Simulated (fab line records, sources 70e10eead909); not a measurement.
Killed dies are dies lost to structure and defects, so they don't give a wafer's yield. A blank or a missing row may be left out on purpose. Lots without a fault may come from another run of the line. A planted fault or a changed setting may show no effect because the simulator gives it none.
fab line records | flow nand_harc
record lots=23 wafers=69 last_day=33
route steps=1302 shown A_STAIRCASE@786
lots that met no fault: from a run of the same line without faults
start_h: hours from the record's first day to the start of the lot's first wafer shown | wait_h: hours since the lot's step before | " the same as in the row above | L1.1+2: a row that stands for several wafers | - no value, or no start given | * or withheld: withheld | < > ~ a bound
route shown NAME@n: a module of which the file shows steps, and the number in the route of the first | usual: mean/standard deviation of fault-free wafers | same: alike in all rows | chamber/n: place in a boat | sites: the reading at each site | _std_site: their standard deviation | _edge_site: outer sites' mean less inner sites' | radius_mm: how far each site lies from the wafer's centre | mask NAME#n: copy n | behind: the tool/chamber that last shaped the wafer | hold: why the lot was held/for how many hours/how that ended | device: the transistor (n, p or np) that didn't switch | end of line: the same wafers' tests at the end of the route | a step without rows: its recipe alone | killed: dies lost to structure and defects at the first sort, not the wafer's yield | map: a wafer's dies, x killed, . not, _ none there
set.NAME: the setting as run; set.NAME@STEP: as run at that earlier step | model.NAME: the simulator's own value behind a step, which no gauge read
steps of the route over a sample of lots; a table a step, a row a wafer
services: from which hour (start_h, from the record's first day; less than 0 if before it) a tool's chamber was out of use, for how many hours, and why
## steps
# step NHARC_A_STAIRCASE_HM_OPEN_457
# recipe o2_flow_sccm=400 cos_flow_sccm=20 ar_flow_sccm=0 rf_w=500 bias_w=300 chemistry=O2/COS
# usual bias_w=300.0/0.92 chamber_pressure_mTorr=20.000/0.02 drypump_motor_current_A=5.9/0.39 oes_product_au=0.996/0.01 rf_vpp_V=468.1/2.7 showerhead_plenum_p_Torr=3.17/0.12 throttle_valve_pct=28.329/0.0087
# columns lot.wafer tool chamber start_h wait_h bias_w chamber_pressure_mTorr drypump_motor_current_A oes_product_au rf_hours_counter_h rf_vpp_V showerhead_plenum_p_Torr throttle_valve_pct
L074.1 rie_diel-07 1 - - 299.2 20.005 5.9 0.991 21 467.2 3.09 28.307
L074.2 " 0 " " 299.2 20.005 6.4 0.995 20 464.5 3.00 28.337
L074.5 " 1 " " 299.9 20.032 5.9 0.997 - 466.8 3.09 28.335
L075.4 rie_diel-07 2 - - 301.9 20.017 6.2 0.989 23 469.5 3.25 28.353
L075.2 " 3 " " 300.6 19.996 5.0 1.010 22 467.4 3.23 28.323
L075.5 " 0 " " 302.3 20.038 6.3 0.983 - 464.4 3.00 28.344
L076.3 rie_diel-07 0 - - 300.7 19.970 6.3 0.987 24 464.9 3.00 28.320
L076.4 " 1 " " 300.0 20.017 5.9 0.993 26 466.2 3.09 28.336
L076.5 " 2 " " 300.4 20.007 6.2 0.984 - 470.2 3.25 28.315
L077.2 rie_diel-08 2 - - 299.7 20.019 5.6 1.003 7 467.9 3.14 28.337
L077.3 " 0 " " 299.8 19.966 6.2 1.000 6 466.8 3.16 28.333
L077.5 " 1 " " 299.9 20.014 5.9 1.010 - 473.3 3.34 28.341
L078.1 rie_diel-04 1 - - 300.0 19.993 5.9 1.008 12 467.7 3.09 28.315
L078.2 " 2 " " 298.9 20.000 5.6 1.000 12 463.4 2.93 28.332
L078.5 " 0 " " 300.6 19.992 6.2 0.994 - 472.0 3.37 28.335
L079.4 rie_diel-04 2 - - 299.3 20.027 5.6 1.003 14 462.7 2.93 28.332
L079.3 " 3 " " 300.9 19.947 6.1 0.986 14 467.8 3.15 28.326
L079.1 " 1 " " 301.4 20.003 5.9 1.008 13 465.7 3.08 28.319
L080.3 rie_diel-04 3 - - 299.7 20.006 6.1 0.996 18 467.2 3.14 28.322
L080.5 " 3 " " 299.1 19.993 6.2 0.992 - 466.6 3.14 28.317
L080.6 " 0 " " 300.1 20.018 6.2 1.000 - 472.2 3.36 28.322
L082.3 rie_diel-07 2 - - 300.9 19.978 6.1 0.981 46 469.7 3.24 28.327
L082.4 " 1 " " 299.4 20.011 5.9 0.987 49 465.1 3.07 28.336
L082.5 " 3 " " 301.1 20.007 4.9 0.988 - 470.0 3.21 28.324
L083.4 rie_diel-04 2 - - 300.9 19.975 5.6 1.011 23 463.4 2.92 28.337
L083.2 " 0 " " 300.2 19.999 6.2 0.985 22 472.6 3.36 28.312
L083.6 " 3 " " 299.1 19.981 6.1 0.994 - 468.1 3.14 28.330
L084.2 rie_diel-07 1 - - 300.1 20.002 5.9 0.984 58 467.5 3.07 28.324
L084.6 " 3 " " 300.6 20.012 4.9 0.984 - 470.1 3.21 28.321
L084.4 " 1 " " 300.5 19.990 5.9 0.987 - 466.6 3.07 28.336
L085.4 rie_diel-08 3 - - 299.2 19.980 5.8 1.000 38 470.3 3.33 28.323
L085.5 " 0 " " 299.1 19.982 6.2 1.010 - 466.5 3.15 28.333
L085.6 " 1 " " 301.5 20.029 5.9 1.001 - 471.8 3.33 28.323
L086.3 rie_diel-08 0 - - 299.0 20.007 6.3 1.017 37 467.3 3.15 28.337
L086.4 " 2 " " 300.1 20.004 5.6 1.000 39 467.3 3.13 28.318
L086.6 " 1 " " 300.9 19.997 5.9 0.999 - 471.5 3.32 28.332
L087.2 rie_diel-07 0 - - 300.8 20.018 6.3 0.988 8 463.6 2.98 28.330
L087.6 " 1 " " 299.3 20.003 5.9 0.985 - 463.8 3.07 28.332
L087.5 " 2 " " 300.7 20.028 6.2 0.997 - 469.7 3.23 28.323
L089.1 rie_diel-04 3 - - 301.1 20.023 6.2 0.989 46 466.5 3.13 28.326
L089.3 " 0 " " 299.3 20.031 6.2 0.987 47 471.2 3.35 28.343
L089.6 " 2 " " 300.7 19.957 5.6 1.001 - 462.3 2.91 28.338
L088.1 rie_diel-08 0 - - 300.9 20.005 6.2 1.019 46 468.0 3.14 28.330
L088.4 " 3 " " 298.6 19.983 5.8 1.007 51 471.9 3.33 28.331
L088.5 " 0 " " 299.5 20.002 6.2 1.010 - 468.8 3.14 28.329
L090.4 rie_diel-07 1 - - 300.0 20.013 5.9 0.999 14 466.3 3.06 28.336
L090.3 " 3 " " 300.4 20.028 4.9 0.991 12 468.7 3.20 28.334
L090.5 " 1 " " 300.8 20.004 5.9 0.998 - 466.0 3.06 28.329
L092.3 rie_diel-07 0 - - 298.1 19.992 6.4 0.991 15 463.6 2.97 28.325
L092.1 " 1 " " 300.5 19.996 5.9 0.991 15 466.4 3.06 28.337
L092.6 " 2 " " 300.6 19.990 6.2 0.989 - 470.2 3.22 28.331
L091.3 rie_diel-07 3 - - 299.4 19.993 4.9 0.993 13 467.7 3.20 28.324
L091.2 " 0 " " 300.5 19.988 6.3 0.993 16 463.8 2.97 28.330
L091.6 " 3 " " 300.0 20.030 4.9 0.994 - 466.9 3.20 28.323
L093.3 rie_diel-07 1 - - 299.2 20.019 5.9 0.984 23 466.3 3.06 28.330
L093.4 " 3 " " 298.4 19.999 5.0 0.999 23 468.2 3.20 28.345
L093.5 " 1 " " 299.9 19.974 5.9 0.982 - 466.6 3.06 28.332
L094.1 rie_diel-08 1 - - 301.3 20.004 5.9 0.996 3 470.7 3.31 28.331
L094.2 " 2 " " 301.4 19.959 5.6 1.001 4 467.8 3.11 28.316
L094.5 " 0 " " 300.7 19.963 6.2 0.995 - 466.7 3.14 28.330
L095.3 rie_diel-08 2 - - 300.6 19.998 5.6 0.996 7 466.9 3.11 28.330
L095.2 " 0 " " 299.2 19.995 6.2 0.986 8 469.2 3.13 28.318
L095.5 " 2 " " 300.1 20.023 5.6 1.000 - 468.1 3.11 28.339
L096.3 rie_diel-08 1 - - 300.4 19.958 5.9 0.994 16 470.9 3.31 28.331
L096.6 " 1 " " 299.6 20.004 5.9 0.979 - 471.3 3.31 28.323
L096.5 " 2 " " 299.9 19.984 5.6 0.988 - 467.7 3.11 28.324
L097.3 rie_diel-08 1 - - 299.9 19.952 5.9 0.990 17 470.9 3.31 28.333
L097.4 " 0 " " 300.2 19.992 6.2 0.998 15 468.2 3.13 28.326
L097.6 " 1 " " 298.0 20.028 5.9 0.999 - 470.0 3.31 28.317
# step NHARC_A_STAIRCASE_HM_DEP_459
# recipe target_thk_a=15000 temp_c=400 material=aC
# usual throttle_valve_pct=34.998/0.0089
# columns lot.wafer tool chamber start_h wait_h throttle_valve_pct
L074.1 acl_dep-02 0 374.42 2.5 34.990
L074.2 " 0 " " 35.008
L074.5 " 0 " " 34.981
L075.2 acl_dep-02 0 377.24 2.8 34.983
L075.4 " 0 " " 34.999
L075.5 " 0 " " 34.993
L076.3 acl_dep-02 0 393.35 3.1 35.000
L076.4 " 0 " " 34.976
L076.5 " 0 " " 34.993
L077.2 acl_dep-02 0 400.11 0.6 34.986
L077.3 " 0 " " 34.997
L077.5 " 0 " " 35.008
L078.1 acl_dep-02 0 415.95 2.8 35.016
L078.2 " 0 " " 35.007
L078.5 " 0 " " 34.998
L079.1 acl_dep-03 0 416.83 0.1 34.990
L079.3 " 0 " " 35.004
L079.4 " 0 " " 35.003
L080.3 acl_dep-03 0 428.48 2.0 35.024
L080.5 " 0 " " 34.990
L080.6 " 0 " " 34.995
L083.2 acl_dep-02 0 449.52 0.9 34.979
L083.4 " 0 " " 34.991
L083.6 " 0 " " 34.999
L082.3 acl_dep-01 0 450.86 1.2 34.998
L082.4 " 0 " " 34.992
L082.5 " 0 " " 34.996
L084.2 acl_dep-02 0 473.48 0.4 34.995
L084.4 " 0 " " 34.987
L084.6 " 0 " " 35.001
L085.4 acl_dep-03 0 476.01 1.7 35.007
L085.5 " 0 " " 35.000
L085.6 " 0 " " 34.994
L086.3 acl_dep-02 0 495.63 0.7 35.007
L086.4 " 0 " " 35.009
L086.6 " 0 " " 34.986
L087.2 acl_dep-01 0 511.13 0.4 34.998
L087.5 " 0 " " 34.989
L087.6 " 0 " " 34.987
L089.1 acl_dep-02 0 520.65 2.5 34.989
L089.3 " 0 " " 34.993
L089.6 " 0 " " 34.986
L088.1 acl_dep-01 0 522.38 3.2 35.002
L088.4 " 0 " " 34.996
L088.5 " 0 " " 34.991
L090.3 acl_dep-02 0 534.56 1.3 34.991
L090.4 " 0 " " 35.006
L090.5 " 0 " " 34.990
L092.1 acl_dep-02 0 537.90 0.1 35.007
L092.3 " 0 " " 34.990
L092.6 " 0 " " 35.005
L091.2 acl_dep-01 0 540.35 0.4 35.009
L091.3 " 0 " " 35.001
L091.6 " 0 " " 34.986
L093.3 acl_dep-02 0 567.14 2.9 34.994
L093.4 " 0 " " 34.995
L093.5 " 0 " " 34.990
L094.1 acl_dep-01 0 573.93 0.3 34.998
L094.2 " 0 " " 34.993
L094.5 " 0 " " 34.997
L095.2 acl_dep-01 0 582.17 0.4 34.992
L095.3 " 0 " " 35.001
L095.5 " 0 " " 35.003
L096.3 acl_dep-03 0 607.34 0.7 34.994
L096.5 " 0 " " 35.002
L096.6 " 0 " " 35.007
L097.3 acl_dep-03 0 614.05 3.7 34.994
L097.4 " 0 " " 34.999
L097.6 " 0 " " 34.996
# step NHARC_A_STAIRCASE_DEP_280
# recipe target_thk_a=300 target_thk_nm=30 temp_c=400 pressure_torr=3.5 flow_sccm=200 rf_w=350 material=SiON
# usual chamber_pressure_Torr=3.500/0.0091 heater_power_w=737/89
# columns lot.wafer tool chamber start_h wait_h chamber_pressure_Torr heater_power_w since_wet_clean_h
L074.2 pecvd-02 1 376.29 1.3 3.489 649 136
L074.1 " 0 " " 3.495 673 136
L074.5 " 2 " " 3.505 777 -
L075.2 pecvd-02 1 378.89 1.3 3.508 660 138
L075.4 " 0 " " 3.504 611 -
L075.5 " 1 " " 3.503 673 -
L076.3 pecvd-02 0 394.60 0.9 3.499 629 154
L076.4 " 0 " " 3.491 626 -
L076.5 " 2 " " 3.496 707 -
L077.3 pecvd-04 2 401.66 0.9 3.506 694 115
L077.2 " 0 " " 3.487 626 115
L077.5 " 1 " " 3.479 883 -
L078.2 pecvd-03 2 417.83 1.3 3.496 598 38
L078.1 " 0 " " 3.506 788 38
L078.5 " 1 " " 3.495 867 -
L079.1 pecvd-03 2 418.67 1.5 3.495 600 39
L079.3 " 0 " " 3.496 812 39
L079.4 " 0 " " 3.499 825 -
L080.3 pecvd-03 2 429.76 1.0 3.500 604 50
L080.5 " 1 " " 3.511 907 -
L080.6 " 2 " " 3.517 586 -
L083.2 pecvd-02 2 451.08 1.2 3.503 682 30
L083.6 " 2 " " 3.509 673 -
L083.4 " 1 " " 3.497 779 -
L082.3 pecvd-04 1 452.12 0.9 3.505 866 165
L082.4 " 1 " " 3.505 873 -
L082.5 " 2 " " 3.507 696 -
L084.2 pecvd-03 0 475.03 1.2 3.495 838 96
L084.4 " 0 " " 3.491 850 -
L084.6 " 1 " " 3.514 877 -
L085.5 pecvd-02 0 477.03 0.4 3.504 736 -
L085.4 " 1 " " 3.489 742 -
L085.6 " 2 " " 3.514 685 -
L086.3 pecvd-03 2 496.91 1.0 3.494 576 118
L086.6 " 2 " " 3.496 572 -
L086.4 " 0 " " 3.500 821 -
L087.2 pecvd-03 2 512.68 1.2 3.493 620 133
L087.5 " 2 " " 3.499 631 -
L087.6 " 1 " " 3.512 900 -
L089.1 pecvd-04 1 522.55 1.6 3.482 843 54
L089.3 " 2 " " 3.498 777 54
L089.6 " 1 " " 3.497 819 -
L088.1 pecvd-04 0 524.26 1.6 3.485 609 56
L088.4 " 0 " " 3.483 625 -
L088.5 " 1 " " 3.502 806 -
L090.3 pecvd-04 1 535.88 1.0 3.507 845 68
L090.4 " 0 " " 3.506 688 -
L090.5 " 1 " " 3.496 841 -
L092.3 pecvd-04 1 539.79 1.0 3.513 718 72
L092.1 " 2 " " 3.505 749 72
L092.6 " 2 " " 3.494 773 -
L091.2 pecvd-02 0 541.91 1.2 3.507 706 120
L091.3 " 1 " " 3.502 746 120
L091.6 " 1 " " 3.515 739 -
L093.3 pecvd-02 0 568.45 1.0 3.502 665 147
L093.4 " 2 " " 3.522 734 -
L093.5 " 0 " " 3.498 645 -
L094.1 pecvd-02 0 575.77 1.5 3.502 654 154
L094.2 " 1 " " 3.506 736 154
L094.5 " 0 " " 3.501 659 -
L095.2 pecvd-02 0 583.76 1.3 3.488 669 162
L095.3 " 1 " " 3.509 782 162
L095.5 " 1 " " 3.493 745 -
L096.3 pecvd-04 1 608.64 1.0 3.497 823 140
L096.6 " 0 " " 3.495 661 -
L096.5 " 1 " " 3.498 810 -
L097.3 pecvd-03 2 615.36 1.0 3.498 655 55
L097.6 " 0 " " 3.505 716 -
L097.4 " 1 " " 3.495 930 -
# step NHARC_A_STAIRCASE_ETCH_294
# recipe target_depth_a=49890 time_s=1211.6 ion_energy_ev=800 c4f8_flow_sccm=80 o2_flow_sccm=60 ar_flow_sccm=withheld rf_w=600 bias_w=3000 chemistry=C4F8/O2/Ar
# usual bias_w=3000/9.4 chamber_pressure_mTorr=24.997/0.02 oes_product_au=0.933/0.015 rf_vpp_V=1830/10
# columns lot.wafer tool chamber start_h wait_h bias_w chamber_pressure_mTorr oes_product_au rf_hours_counter_h rf_vpp_V
L074.1 rie_diel-08 2 - - 2997 24.977 0.955 0 1830
L074.2 " 1 " " 2982 25.000 0.959 0 1845
L074.5 " 3 " " 3008 25.009 0.945 - 1845
L075.4 rie_diel-07 2 - - 3008 24.996 0.933 26 1837
L075.2 " 0 " " 2984 25.014 0.930 24 1816
L075.5 " 2 " " 2993 24.976 0.927 - 1838
L076.3 rie_diel-07 2 - - 3003 25.008 0.915 33 1836
L076.4 " 0 " " 3003 25.038 0.921 34 1816
L076.5 " 3 " " 3010 25.023 0.928 - 1836
L077.2 rie_diel-07 0 - - 3009 25.004 0.921 36 1817
L077.3 " 3 " " 3009 24.984 0.917 35 1834
L077.5 " 0 " " 3017 25.000 0.912 - 1815
L078.2 rie_diel-04 2 - - 3001 24.975 0.937 17 1811
L078.1 " 1 " " 2989 24.971 0.942 15 1824
L078.5 " 2 " " 3016 24.991 0.947 - 1811
L079.1 rie_diel-07 0 - - 2980 25.011 0.926 44 1816
L079.4 " 2 " " 2999 24.989 0.925 41 1835
L079.3 " 3 " " 3011 24.956 0.923 42 1836
L080.3 rie_diel-08 0 - - 3018 24.972 0.941 20 1831
L080.6 " 0 " " 3011 24.984 0.938 - 1829
L080.5 " 1 " " 2996 24.968 0.951 - 1844
L083.2 rie_diel-04 3 - - 3015 25.023 0.921 27 1826
L083.4 " 0 " " 2991 24.988 0.916 24 1845
L083.6 " 3 " " 3011 24.995 0.927 - 1830
L082.3 rie_diel-08 3 - - 2990 24.969 0.956 34 1845
L082.4 " 0 " " 3015 24.976 0.935 27 1828
L082.5 " 3 " " 2998 25.007 0.951 - 1843
L084.2 rie_diel-08 3 - - 2992 25.026 0.926 41 1844
L084.4 " 0 " " 2987 24.994 0.936 33 1829
L084.6 " 0 " " 2997 25.024 0.943 - 1829
L085.4 rie_diel-08 0 - - 3004 24.998 0.946 35 1827
L085.6 " 2 " " 3005 24.990 0.928 - 1827
L085.5 " 3 " " 3016 25.009 0.927 - 1846
L086.3 rie_diel-08 2 - - 3001 25.010 0.929 41 1827
L086.4 " 3 " " 3006 25.020 0.922 46 1844
L086.6 " 1 " " 3007 25.004 0.929 - 1844
L087.2 rie_diel-08 1 - - 3001 25.009 0.942 47 1843
L087.6 " 0 " " 3004 25.030 0.949 - 1828
L087.5 " 1 " " 2987 24.978 0.950 - 1842
L089.1 rie_diel-07 0 - - 2985 24.990 0.917 13 1814
L089.3 " 2 " " 3005 24.984 0.935 10 1835
L089.6 " 3 " " 3014 25.008 0.933 - 1833
L088.4 rie_diel-08 0 - - 3017 25.008 0.941 49 1828
L088.1 " 2 " " 2999 25.006 0.932 50 1827
L088.5 " 0 " " 2994 25.006 0.934 - 1829
L090.3 rie_diel-07 3 - - 2981 25.002 0.930 15 1832
L090.4 " 0 " " 2980 24.966 0.923 18 1814
L090.5 " 0 " " 2987 25.010 0.918 - 1817
L092.1 rie_diel-07 3 - - 3010 24.998 0.923 16 1834
L092.3 " 0 " " 3009 24.968 0.923 19 1815
L092.6 " 0 " " 2999 24.996 0.912 - 1814
L091.3 rie_diel-08 2 - - 2995 24.935 0.969 59 1827
L091.2 " 0 " " 2997 25.041 0.953 58 1829
L091.6 " 2 " " 2995 24.973 0.962 - 1826
L093.4 rie_diel-07 3 - - 3006 25.027 0.930 26 1833
L093.3 " 0 " " 2983 24.973 0.920 27 1814
L093.5 " 3 " " 3002 25.020 0.931 - 1832
L094.2 rie_diel-07 1 - - 2987 24.998 0.935 31 1820
L094.1 " 3 " " 3001 24.972 0.938 29 1834
L094.5 " 2 " " 3001 24.981 0.938 - 1835
L095.3 rie_diel-04 0 - - 2996 24.997 0.929 13 1845
L095.2 " 1 " " 3011 24.987 1.001 11 1822
L095.5 " 0 " " 2994 25.016 0.928 - 1845
L096.3 rie_diel-07 1 - - 2997 25.014 0.930 39 1820
L096.5 " 0 " " 3020 24.958 0.931 - 1813
L096.6 " 1 " " 2991 25.015 0.938 - 1822
L097.4 rie_diel-04 1 - - 3008 24.989 0.929 22 1823
L097.3 " 0 " " 3003 24.992 0.919 23 1845
L097.6 " 1 " " 2988 25.009 0.929 - 1822
# step NHARC_A_STAIRCASE_HM_DEP_462
# recipe target_thk_a=8000 temp_c=400 material=aC
# usual throttle_valve_pct=35.001/0.0092
# columns lot.wafer tool chamber start_h wait_h throttle_valve_pct
L074.1 acl_dep-02 0 380.71 1.3 34.997
L074.2 " 0 " " 35.010
L074.5 " 0 " " 35.000
L075.2 acl_dep-03 0 387.96 5.9 34.999
L075.4 " 0 " " 35.001
L075.5 " 0 " " 35.001
L076.3 acl_dep-01 0 398.45 0.7 35.002
L076.4 " 0 " " 34.997
L076.5 " 0 " " 35.008
L077.2 acl_dep-02 0 405.81 0.4 34.996
L077.3 " 0 " " 34.999
L077.5 " 0 " " 35.004
L078.1 acl_dep-03 0 421.08 0.1 34.995
L078.2 " 0 " " 34.996
L078.5 " 0 " " 34.985
L079.1 acl_dep-02 0 422.57 0.7 35.005
L079.3 " 0 " " 35.010
L079.4 " 0 " " 35.014
L080.3 acl_dep-01 0 439.76 6.9 35.006
L080.5 " 0 " " 34.984
L080.6 " 0 " " 34.991
L083.2 acl_dep-02 0 454.54 0.4 35.013
L083.4 " 0 " " 34.998
L083.6 " 0 " " 34.997
L082.3 acl_dep-03 0 458.14 2.8 34.991
L082.4 " 0 " " 34.998
L082.5 " 0 " " 35.004
L084.2 acl_dep-01 0 478.69 0.4 35.007
L084.4 " 0 " " 35.000
L084.6 " 0 " " 35.000
L085.4 acl_dep-02 0 481.24 1.0 35.005
L085.5 " 0 " " 35.010
L085.6 " 0 " " 34.982
L086.3 acl_dep-03 0 503.73 3.4 34.997
L086.4 " 0 " " 35.009
L086.6 " 0 " " 35.008
L087.2 acl_dep-03 0 516.54 0.4 35.000
L087.5 " 0 " " 34.991
L087.6 " 0 " " 35.010
L089.1 acl_dep-01 0 527.86 2.1 34.991
L089.3 " 0 " " 35.000
L089.6 " 0 " " 34.993
L088.1 acl_dep-03 0 529.28 1.8 34.991
L088.4 " 0 " " 35.004
L088.5 " 0 " " 34.996
L090.3 acl_dep-03 0 540.97 0.7 35.009
L090.4 " 0 " " 35.003
L090.5 " 0 " " 35.002
L092.1 acl_dep-02 0 544.63 1.6 35.020
L092.3 " 0 " " 35.001
L092.6 " 0 " " 34.994
L091.2 acl_dep-03 0 546.18 1.1 35.012
L091.3 " 0 " " 35.015
L091.6 " 0 " " 35.002
L093.3 acl_dep-02 0 572.25 0.7 35.008
L093.4 " 0 " " 35.009
L093.5 " 0 " " 35.013
L094.1 acl_dep-01 0 578.87 0.1 35.010
L094.2 " 0 " " 34.988
L094.5 " 0 " " 34.996
L095.2 acl_dep-02 0 590.37 0.8 35.015
L095.3 " 0 " " 34.987
L095.5 " 0 " " 34.993
L096.3 acl_dep-03 0 615.91 4.2 34.980
L096.5 " 0 " " 35.009
L096.6 " 0 " " 34.992
L097.3 acl_dep-03 0 619.63 0.7 35.007
L097.4 " 0 " " 35.005
L097.6 " 0 " " 34.985
# step NHARC_A_STAIRCASE_ETCH_313
# recipe cf4_flow_sccm=100 chf3_flow_sccm=30 ar_flow_sccm=0 rf_w=500 bias_w=200 chemistry=CF4/CHF3
# usual bias_w=200.0/0.64 chamber_pressure_mTorr=24.996/0.022 drypump_motor_current_A=5.9/0.37 oes_product_au=0.930/0.018 rf_vpp_V=371.0/2.4 showerhead_plenum_p_Torr=1.59/0.067 throttle_valve_pct=16.803/0.0099
# columns lot.wafer tool chamber start_h wait_h bias_w chamber_pressure_mTorr drypump_motor_current_A oes_product_au rf_hours_counter_h rf_vpp_V showerhead_plenum_p_Torr throttle_valve_pct
L074.1 rie_diel-08 3 383.63 0.1 199.5 24.994 5.8 0.923 2 374.1 1.69 16.800
L074.2 " 2 " " 200.1 24.983 5.6 0.930 1 370.9 1.58 16.802
L074.5 " 0 " " 199.6 25.047 6.2 0.939 - 371.9 1.60 16.798
L075.4 rie_diel-04 3 390.99 0.6 199.0 24.952 6.2 0.919 5 372.0 1.59 16.819
L075.2 " 0 " " 201.2 24.965 6.2 0.922 5 374.3 1.70 16.815
L075.5 " 2 " " 200.5 24.973 5.6 0.931 - 369.1 1.48 16.804
L076.3 rie_diel-04 1 400.63 0.1 200.2 25.003 5.9 0.931 10 370.2 1.56 16.834
L076.4 " 2 " " 199.7 25.030 5.6 0.922 10 368.8 1.48 16.794
L076.5 " 3 " " 200.5 25.024 6.1 0.902 - 370.3 1.59 16.809
L077.2 rie_diel-07 1 408.40 0.1 199.3 24.983 5.9 0.905 37 370.8 1.55 16.803
L077.3 " 3 " " 199.5 24.991 4.9 0.910 37 371.4 1.62 16.804
L077.5 " 2 " " 199.9 25.018 6.1 0.903 - 371.9 1.63 16.806
L078.2 rie_diel-08 0 424.04 0.1 200.4 24.997 6.2 0.991 17 372.5 1.59 16.789
L078.1 " 1 " " 200.8 24.999 5.9 0.962 16 375.1 1.68 16.792
L078.5 " 3 " " 199.5 25.004 5.8 0.981 - 374.8 1.69 16.796
L079.4 rie_diel-07 2 425.53 0.1 200.2 25.000 6.2 0.902 42 372.7 1.63 16.808
L079.1 " 3 " " 199.6 25.011 4.9 0.908 42 371.5 1.62 16.803
L079.3 " 0 " " 199.5 25.003 6.3 0.918 45 367.8 1.51 16.802
L080.3 rie_diel-08 0 442.09 0.1 199.8 25.000 6.2 0.939 22 369.6 1.59 16.820
L080.6 " 0 " " 200.0 24.992 6.2 0.944 - 369.8 1.59 16.807
L080.5 " 1 " " 198.8 25.002 5.9 0.932 - 374.3 1.68 16.791
L083.2 rie_diel-08 1 457.17 0.1 200.4 24.989 5.9 0.933 26 375.1 1.68 16.800
L083.4 " 2 " " 201.0 25.007 5.6 0.935 26 370.0 1.58 16.797
L083.6 " 3 " " 200.0 25.026 5.8 0.930 - 374.9 1.68 16.804
L082.4 rie_diel-07 1 460.48 0.1 200.7 25.022 5.9 0.919 55 371.4 1.55 16.799
L082.3 " 2 " " 200.3 24.981 6.2 0.911 53 372.2 1.63 16.789
L082.5 " 1 " " 201.1 25.032 5.9 0.914 - 370.6 1.55 16.813
L084.2 rie_diel-04 3 481.32 0.1 201.4 24.966 6.1 0.916 36 371.7 1.58 16.797
L084.4 " 1 " " 200.0 25.000 5.9 0.934 35 369.2 1.55 16.799
L084.6 " 3 " " 199.9 25.002 6.2 0.911 - 371.0 1.58 16.784
L085.4 rie_diel-07 2 483.25 0.1 200.1 25.016 6.2 0.973 0 372.1 1.63 16.805
L085.5 " 2 " " 200.5 25.035 6.2 0.972 - 373.2 1.63 16.798
L085.6 " 3 " " 199.4 24.984 4.9 0.957 - 372.7 1.62 16.824
L086.4 rie_diel-08 1 506.07 0.1 200.2 24.987 5.9 0.925 44 374.1 1.67 16.789
L086.3 " 3 " " 200.3 24.980 5.8 0.920 49 374.7 1.68 16.814
L086.6 " 1 " " 200.7 24.969 5.9 0.918 - 373.9 1.67 16.797
L087.2 rie_diel-07 3 519.17 0.1 199.4 24.991 4.9 0.926 9 372.3 1.61 16.809
L087.5 " 2 " " 200.4 24.977 6.1 0.924 - 372.7 1.63 16.801
L087.6 " 3 " " 199.4 24.975 4.9 0.905 - 372.1 1.61 16.817
L089.3 rie_diel-08 1 530.69 0.1 200.4 25.004 5.9 0.925 51 374.2 1.67 16.794
L089.1 " 2 " " 200.0 25.023 5.6 0.932 52 371.2 1.57 16.796
L089.6 " 1 " " 199.7 25.020 5.9 0.927 - 373.7 1.67 16.797
L088.4 rie_diel-04 1 532.23 0.1 201.0 24.987 5.9 0.942 52 369.6 1.54 16.785
L088.1 " 3 " " 200.1 24.987 6.1 0.917 52 369.8 1.58 16.805
L088.5 " 1 " " 201.4 24.973 5.9 0.936 - 371.3 1.55 16.800
L090.4 rie_diel-07 0 543.38 0.1 199.0 24.950 6.3 0.917 20 368.3 1.50 16.816
L090.3 " 2 " " 200.1 24.998 6.1 0.918 17 371.9 1.62 16.815
L090.5 " 0 " " 198.9 25.059 6.3 0.920 - 367.9 1.50 16.807
L092.3 rie_diel-04 0 547.48 0.1 199.2 25.003 6.1 0.957 1 374.6 1.69 16.808
L092.1 " 1 " " 199.1 25.015 6.0 0.974 1 369.3 1.55 16.812
L092.6 " 0 " " 199.0 24.994 6.2 0.943 - 372.4 1.69 16.807
L091.3 rie_diel-07 1 548.84 0.1 200.6 25.013 5.9 0.924 20 369.6 1.54 16.792
L091.2 " 3 " " 200.2 24.986 4.9 0.933 18 372.9 1.61 16.801
L091.6 " 2 " " 200.5 24.990 6.2 0.930 - 372.1 1.62 16.790
L093.3 rie_diel-04 1 574.58 0.1 200.8 25.010 5.9 0.934 9 369.1 1.54 16.794
L093.4 " 2 " " 198.9 24.981 5.6 0.961 4 367.5 1.47 16.812
L093.5 " 1 " " 201.2 25.013 5.9 0.936 - 370.7 1.54 16.786
L094.1 rie_diel-07 2 581.80 0.1 199.7 25.036 6.2 0.928 31 373.2 1.62 16.820
L094.2 " 3 " " 200.6 25.001 4.9 0.921 30 371.5 1.61 16.809
L094.5 " 1 " " 200.5 24.974 5.8 0.932 - 369.7 1.54 16.814
L095.3 rie_diel-04 2 593.32 0.1 199.6 24.994 5.6 0.919 10 366.2 1.46 16.803
L095.2 " 0 " " 200.0 25.027 6.2 0.926 19 374.0 1.68 16.789
L095.5 " 1 " " 199.7 24.987 5.9 0.934 - 370.0 1.54 16.819
L096.3 rie_diel-07 0 618.30 0.1 200.6 25.033 6.3 0.929 44 366.4 1.49 16.795
L096.5 " 2 " " 200.4 25.012 6.2 0.927 - 371.9 1.62 16.818
L096.6 " 3 " " 199.9 24.969 4.9 0.924 - 372.7 1.61 16.813
L097.4 rie_diel-04 3 621.96 0.1 199.9 25.000 6.1 0.937 20 370.0 1.57 16.803
L097.3 " 0 " " 201.1 25.022 6.2 0.929 23 373.4 1.68 16.782
L097.6 " 2 " " 200.0 24.993 5.6 0.928 - 364.9 1.46 16.804
## services
# columns tool chamber start_h hours kind
pecvd-03 0 355.18 8.6 repair
rie_diel-04 - 357.44 9.0 pm
pecvd-03 - 366.40 13.0 pm
rie_diel-08 - 368.00 9.0 pm
acl_dep-01 - 370.37 13.0 pm
rie_diel-08 2 400.04 4.7 repair
rie_diel-08 - 404.81 0.3 repair
pecvd-02 - 408.47 13.0 pm
acl_dep-02 - 426.28 13.0 pm
pecvd-04 2 448.38 2.3 repair
pecvd-04 - 455.18 13.0 pm
pecvd-02 - 470.43 0.4 repair
rie_diel-07 - 473.84 9.0 pm
acl_dep-03 - 479.17 13.0 pm
rie_diel-08 3 509.73 6.1 repair
rie_diel-04 - 534.44 9.0 pm
rie_diel-08 - 545.00 9.0 pm
acl_dep-01 - 552.72 13.0 pm
rie_diel-04 1 581.89 3.3 repair
pecvd-02 - 589.47 13.0 pm
rie_diel-08 3 607.24 8.4 repair
acl_dep-02 - 608.00 13.0 pm
pecvd-02 - 611.45 1.0 repair
rie_diel-04 - 615.40 0.6 repair
## key
fault none
